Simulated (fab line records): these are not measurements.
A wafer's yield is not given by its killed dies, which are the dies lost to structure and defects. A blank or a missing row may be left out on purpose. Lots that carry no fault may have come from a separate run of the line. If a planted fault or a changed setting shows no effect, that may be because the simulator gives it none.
A struck lot beside a sound one :: flow nandHarc :: 42 steps out of a route of 1159
Sound: these wafers, L525.2, L525.3, L525.6. Struck: wafer L534.4. (L534.1, L534.6 of the same lot were not struck and are left out.) The cause comes at the end.
Per side, at each step with rows, come the tool, then ch with its chambers, and then its first start. Under that, the readings that differ: sound wafers :: struck wafers :: difference of the means :: sigmas: that difference in standard deviations of wafers without a fault.
alike: readings whose means differ by less than 2 such deviations, and words and numbers that are the same on both sides. not compared: withheld readings, readings that some wafer has no value for, bounds like >300 that may hide the same value, and numbers for which the record gives no deviation and whose values overlap.
A row with sigmas, a row that says differs or no value, or rows on one side alone: a step with any of these is where the two part. Non-overlapping numbers with no deviation appear without sigmas and do not part them. A reading missing from all wafers of one side parts the sides only when that side holds two or more wafers.

NHARC_A_M1_PRE_CLEAN_30: time 30 s.
  sound on pvdSputter-03; struck on pvdSputter-03
  alike: heaterPowerW
then, 1 step without rows for these wafers: NHARC_A_M1_PVD_20 (deposits TaN, target thk 5 nm, time 8.06 s).
NHARC_A_M1_PVD_21: deposits Cu, target thk 30 nm, time 20.49 s.
  sound on pvdSputter-03; struck on pvdSputter-03
  alike: cathodeDcPowerW, throttleValvePct
then, 3 steps without rows for these wafers: NHARC_A_M1_ECD_22 (material Cu, target thk 400 nm); NHARC_A_M1_ANNEAL_31 (time 90 s); NHARC_A_M1_CMP_23 (polishes, t overpolish 20 s, target thk 154.34 nm).
NHARC_A_M1_THK_MEAS_24: measures by xrf.
  sound on filmMetro-02, day 18 02:12; struck on filmMetro-01, day 20 14:14
  alike: thkNm
then, 1 step without rows for these wafers: NHARC_A_M1_SRD_25.
NHARC_A_M1_INSPECT_27:
  sound on defectInspect-02, day 18 02:25; struck on defectInspect-01, day 20 14:24
  alike: rawDefectCount
then, 2 steps without rows for these wafers: NHARC_A_M1_PRE_CLEAN_32 (time 12 s); NHARC_A_M1_DEP_33 (deposits SiCN, target thk 30 nm).
NHARC_A_BONDPAD_DEP_00: deposits SiCN, target thk 250 nm.
  sound on pecvd-03 ch 0,1, day 18 03:07; struck on pecvd-01 ch 2, day 20 15:08
  alike: heaterPowerW
  not compared: sinceWetCleanH
then, 1 step without rows for these wafers: NHARC_A_BONDPAD_CMP_29 (polishes SiCN, target thk 200 nm).
NHARC_A_BONDPAD_THK_MEAS_30: measures by ellipsometry.
  sound on filmMetro-02, day 18 03:46; struck on filmMetro-02, day 20 15:46
  alike: thkNm
then, 10 steps without rows for these wafers: NHARC_A_BONDPAD_SRD_31; NHARC_A_BONDPAD_DEHYDRATE_01 (time 120 s); NHARC_A_BONDPAD_HMDS_02 (time 30 s); NHARC_A_BONDPAD_COAT_33 (time 65 s); NHARC_A_BONDPAD_COAT_03 (resist thk 600 nm); NHARC_A_BONDPAD_SOFTBAKE_04 (time 70 s); NHARC_A_BONDPAD_EBR_05; NHARC_A_BONDPAD_EXPOSE_06 (exposes mask A BPAD); NHARC_A_BONDPAD_PEB_07 (peb time 80 s); NHARC_A_BONDPAD_DEVELOP_08 (time 50 s).
NHARC_A_BONDPAD_CD_MEAS_09: the cd target is 500 nm.
  sound on cdSem-03 ch 0, day 18 04:20; struck on cdSem-03 ch 0, day 20 16:19
  alike: cdNm
NHARC_A_BONDPAD_OVL_MEAS_35:
  sound on overlay-02, day 18 04:26; struck on overlay-01, day 20 16:25
  alike: overlayXNm, overlayYNm
then, 4 steps without rows for these wafers: NHARC_A_BONDPAD_HARDBAKE_10 (time 65 s); NHARC_A_BONDPAD_DESCUM_11 (chemistry O2, time 3 s); NHARC_A_BONDPAD_ETCH_34 (etches the open film in N2/H2, target depth 60 nm, overetch 18 nm, time 65.91 s); NHARC_A_BONDPAD_ETCH_12 (etches the open film in CHF3/O2, target depth 220 nm, time 110 s).
NHARC_A_BONDPAD_CD_MEAS_13:
  sound on cdSem-03, day 18 04:52; struck on cdSem-02, day 20 16:54
  alike: cdNm
then, 4 steps without rows for these wafers: NHARC_A_BONDPAD_STRIP_15 (strips in O2); NHARC_A_BONDPAD_ETCH_24 (etches the open film in CF4/N2, target depth 30 nm, time 72.99 s); NHARC_A_BONDPAD_STRIP_16 (strips in post etch residue remover, time 600 s); NHARC_A_BONDPAD_DEGAS_25 (time 60 s).
NHARC_A_BONDPAD_PRE_CLEAN_26: time 30 s.
  sound on pvdSputter-02; struck on pvdSputter-01
  alike: heaterPowerW
then, 3 steps without rows for these wafers: NHARC_A_BONDPAD_PVD_17 (deposits TaN, target thk 5 nm, time 8.06 s); NHARC_A_BONDPAD_PVD_27 (deposits Cu, target thk 30 nm, time 20.49 s); NHARC_A_BONDPAD_ECD_18 (material Cu, target thk 400 nm).
NHARC_A_BONDPAD_ANNEAL_28: time 90 s.
  sound on rtpAnneal-02 ch 0, day 18 06:17; struck on rtpAnneal-02 ch 0, day 20 18:19
  alike: wafer_temp_C_max
NHARC_A_BONDPAD_CMP_19: polishes, t overpolish 30 s, cu recess touch 16 s, target thk 169.8 nm.
  sound on cmp-03 ch 1,2, day 18 06:37; struck on cmp-04 ch 0, day 20 18:39
  alike: motorCurrentA, overpolishRunS
NHARC_END_SORT_01:
  here the record holds rows for the struck wafers (prober-02 ch 0, day 22 08:22) but none for the sound ones

WHERE THEY PART
At NHARC_END_SORT_01 and nowhere else, as far as this record goes.

WHY: what had been put in by the simulator
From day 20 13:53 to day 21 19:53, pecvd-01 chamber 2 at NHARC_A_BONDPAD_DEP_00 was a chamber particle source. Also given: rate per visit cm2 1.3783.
